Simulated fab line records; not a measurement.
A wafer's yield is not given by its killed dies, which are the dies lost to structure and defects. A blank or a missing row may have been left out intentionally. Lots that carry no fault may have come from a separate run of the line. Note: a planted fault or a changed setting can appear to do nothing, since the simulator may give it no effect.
Comparing a struck lot with a sound one    flow n5_finfet    41 steps out of a route of 1938
Sound: the wafers L919.1, L919.3, L919.5. Wafers struck: L912.2, L912.5, L912.6. At the end, the cause is stated.
Each step with rows lists, per side, the tool, then ch with its chambers, then its first start. Under that, the readings that differ: sound wafers    struck wafers    difference of the means    sigmas: that difference in standard deviations of wafers without a fault.
alike: a reading whose means differ by less than 2 such deviations, as well as words and numbers matching on both sides. not compared: withheld readings; readings where some wafer has no value; bounds like >300 that might hide an equal value; numbers whose values overlap and for which the record gives no deviation.
The two part at a step that has a row with sigmas, a row that says differs or no value, or rows on one side only. Numbers that don't overlap but have no deviation are shown without sigmas and don't part them. Lack of a reading on every wafer of one side parts them only where that side has two or more wafers.

first, 9 steps without rows for these wafers: N5_DUMMY_GATE_COAT_35 (time 60 s, resist thk 10 nm); N5_DUMMY_GATE_COAT_28 (time 60 s, resist thk 10 nm); N5_DUMMY_GATE_COAT_09 (resist thk 30 nm); N5_DUMMY_GATE_EBR_11; N5_DUMMY_GATE_SOFTBAKE_10 (time 60 s); N5_DUMMY_GATE_EXPOSE_12 (exposes mask GATE, target cd 25 nm); N5_DUMMY_GATE_PEB_13 (peb time 60 s); N5_DUMMY_GATE_DEVELOP_14 (develop time 30 s); N5_DUMMY_GATE_DESCUM_20 (chemistry O2, time 6.2 s).
N5_DUMMY_GATE_ETCH_29: etches underlayer in N2/H2, target depth 13 nm.
  sound on rie_diel-05 ch 1,2,3, day 6 15:08; struck on rie_diel-04 ch 0,1,2, day 4 20:43
  alike: drypump_motor_current_A, oes_product_au, rf_vpp_V, showerhead_plenum_p_Torr, throttle_valve_pct
  not compared: rf_hours_counter_h
then, 19 steps without rows for these wafers: N5_DUMMY_GATE_ETCH_36 (etches SiARC in CF4, target depth 13 nm); N5_DUMMY_GATE_ETCH_37 (etches SOC in N2/H2, target depth 60 nm, overetch 30 nm); N5_DUMMY_GATE_STRIP_38 (strips in N2/H2); N5_DUMMY_GATE_STRIP_39 (strips in N2/H2); N5_DUMMY_GATE_TRIM_49 (chemistry O2, time 29 s, target cd 14 nm); N5_DUMMY_GATE_STRIP_40 (strips in CF4); N5_DUMMY_GATE_ETCH_31 (etches SiO2 in C4F6/O2, target depth 82.5 nm, time 27.5 s); N5_DUMMY_GATE_STRIP_41 (strips in O2); N5_DUMMY_GATE_HM_OPEN_21 (chemistry CH3F/O2, target SiNx, target depth 120 nm, time 171.4 s); N5_DUMMY_GATE_ETCH_32 (etches SiO2 in CF4, target depth 3.5 nm, time 3.9 s); N5_DUMMY_GATE_ETCH_23 (etches poly-Si in HBr/Cl2/O2, target depth 41 nm, time 22.3 s); N5_DUMMY_GATE_ETCH_44 (etches poly-Si in HBr/O2, stops on SiO2, target depth 127.5 nm); N5_DUMMY_GATE_ETCH_42 (etches SiO2 in CHF3/O2, target depth 3.5 nm, time 31 s); N5_DUMMY_GATE_STRIP_48 (strips in N2/H2, time 20 s); N5_DUMMY_GATE_PRECLEAN_33 (cleans in dHF, time 10 s); N5_DUMMY_GATE_PRECLEAN_25 (cleans in O3/DIW, time 45 s); N5_DUMMY_GATE_PRECLEAN_51 (cleans in SC2, time 45 s); N5_DUMMY_GATE_SRD_26 (time 30 s); N5_DUMMY_GATE_UV_OZONE_45 (time 120 s).
N5_DUMMY_GATE_INSPECT_27: inspects for defects (brightfield).
  sound on defect_inspect-02, day 6 16:20; struck on defect_inspect-01, day 4 21:53
reading           sound        struck          difference  sigmas
raw_defect_count  193 263 254  1364 1420 1387  +1154       +14
then, 3 steps without rows for these wafers: N5_SPACER0_ALD_07 (deposits SiNx, target thk 2 nm); N5_SPACER0_ALD_00 (deposits SiOCN, target thk 3.5 nm, pulse time 3 s, purge time 2 s); N5_SPACER0_ALD_08 (deposits SiNx, target thk 2 nm).
N5_SPACER0_INSPECT_04: inspects for defects (darkfield).
  sound on defect_inspect-02, day 6 16:56; struck on defect_inspect-02, day 4 22:29
reading           sound        struck          difference  sigmas
raw_defect_count  107 141 137  1214 1247 1257  +1111       +35
then, 3 steps without rows for these wafers: N5_SD_EPI_N_COAT_32 (time 60 s, resist thk 350 nm); N5_SD_EPI_N_COAT_33 (time 60 s, resist thk 35 nm); N5_SD_EPI_N_COAT_03 (resist thk 150 nm).
N5_SD_EPI_N_INSPECT_11: inspects for defects (macro).
  sound on defect_inspect-02, day 6 17:16; struck on defect_inspect-01, day 4 22:56
reading           sound  struck          difference  sigmas
raw_defect_count  0 2 0  >300 >300 >300  differs     
N5_SD_EPI_N_INSPECT_26: inspects for defects (darkfield).
  sound on defect_inspect-02, day 6 21:14; struck on defect_inspect-01, day 5 03:11
reading           sound        struck          difference  sigmas
raw_defect_count  155 176 166  1318 1316 1393  +1177       +30
-- here the record skips 5 days between the struck wafers' starts before and after, leaving off in module SD_EPI_N and picking up in module BEOL_M4 (first step shown: number 1111 of the route) --
N5_BEOL_M4_RC_MEAS_101:
  sound on prober-02 ch 0, day 12 07:25; struck on prober-02 ch 0, day 10 12:12
reading        sound           struck          difference  sigmas
SS_N (mV/dec)  72.2 72.3 71.8  71.4 71.2 70.4  -1.1        -2
  alike: DIBL_N, DIBL_P, IOFF_N, IOFF_P, ION_N, ION_P, SS_P, VT_N, VT_P
-- a jump in the record: the struck wafers' starts before and after are 4 days apart (it breaks off in module BEOL_M4 and resumes in module PASSIVATION, where the first step shown is number 1936 of the route) --
N5_PASSIVATION_PROBE_49:
  rows exist in the record for the struck wafers here (prober-01, day 14 20:22), but not for the sound ones

== WHERE THEY PART ==
At N5_DUMMY_GATE_INSPECT_27 first; at N5_PASSIVATION_PROBE_49 last (within this record only).

WHY: the cause the simulator had injected
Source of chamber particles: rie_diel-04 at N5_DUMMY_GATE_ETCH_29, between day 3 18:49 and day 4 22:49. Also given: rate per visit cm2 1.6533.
